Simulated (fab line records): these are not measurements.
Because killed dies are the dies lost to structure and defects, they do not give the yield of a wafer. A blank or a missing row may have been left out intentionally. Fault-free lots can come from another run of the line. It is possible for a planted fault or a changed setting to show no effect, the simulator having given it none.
Chamber matching || flow n5_finfet || rie_diel-04 running N5_BEOL_M0_CUTY_ETCH_63: 4 sister chambers
The step etches SOC in N2/H2, target depth 82.7 nm, overetch 16.5 nm, time 124 s. 4 wafers are shown with their chamber, then 10 later ones without.

== WAFERS WITH THEIR CHAMBER ==
{"wafer": "L085.4", "chamber": 3, "showerhead_plenum_p_Torr (Torr)": 2.65}
{"wafer": "L086.2", "chamber": 2, "showerhead_plenum_p_Torr (Torr)": 2.63}
{"wafer": "L090.3", "chamber": 0, "showerhead_plenum_p_Torr (Torr)": 2.48}
{"wafer": "L090.4", "chamber": 1, "showerhead_plenum_p_Torr (Torr)": 2.50}

== WAFERS WHOSE CHAMBER IS MISSING ==
{"wafer": "L090.6", "showerhead_plenum_p_Torr (Torr)": 2.48}
{"wafer": "L092.1", "showerhead_plenum_p_Torr (Torr)": 2.47}
{"wafer": "L092.2", "showerhead_plenum_p_Torr (Torr)": 2.64}
{"wafer": "L092.3", "showerhead_plenum_p_Torr (Torr)": 2.50}
{"wafer": "L092.4", "showerhead_plenum_p_Torr (Torr)": 2.47}
{"wafer": "L092.5", "showerhead_plenum_p_Torr (Torr)": 2.64}
{"wafer": "L092.6", "showerhead_plenum_p_Torr (Torr)": 2.50}
{"wafer": "L094.2", "showerhead_plenum_p_Torr (Torr)": 2.62}
{"wafer": "L094.3", "showerhead_plenum_p_Torr (Torr)": 2.47}
{"wafer": "L094.4", "showerhead_plenum_p_Torr (Torr)": 2.64}

== WHICH CHAMBER EACH ONE RAN IN ==
{"wafer": "L090.6", "from the rows above": 0, "in truth": 0}
{"wafer": "L092.1", "from the rows above": 0, "in truth": 0}
{"wafer": "L092.2", "from the rows above": "can't be placed: 3 or 2", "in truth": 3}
{"wafer": "L092.3", "from the rows above": 1, "in truth": 1}
{"wafer": "L092.4", "from the rows above": 0, "in truth": 0}
{"wafer": "L092.5", "from the rows above": "can't be placed: 3 or 2", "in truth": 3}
{"wafer": "L092.6", "from the rows above": 1, "in truth": 1}
{"wafer": "L094.2", "from the rows above": 2, "in truth": 2}
{"wafer": "L094.3", "from the rows above": 0, "in truth": 0}
{"wafer": "L094.4", "from the rows above": "can't be placed: 3 or 2", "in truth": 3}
Correct placement for 7 of the 10. These rows do not allow placing 3 (true chamber among the candidates in 3). Wrongly placed: 0.
How it was worked out, from the rows above alone: a wafer's distance from a chamber is the root of the sum, over the readings, of the square of ((its reading less the chamber's mean) divided by the reading's scatter). The wafer belongs to the nearest chamber; if the next one is less than 2 further off, it can't be placed. A chamber's mean is the mean of its shown wafers. The scatter: with one shown wafer a chamber, the root of the mean of the squares of how far each hidden wafer lies from its nearest shown one.
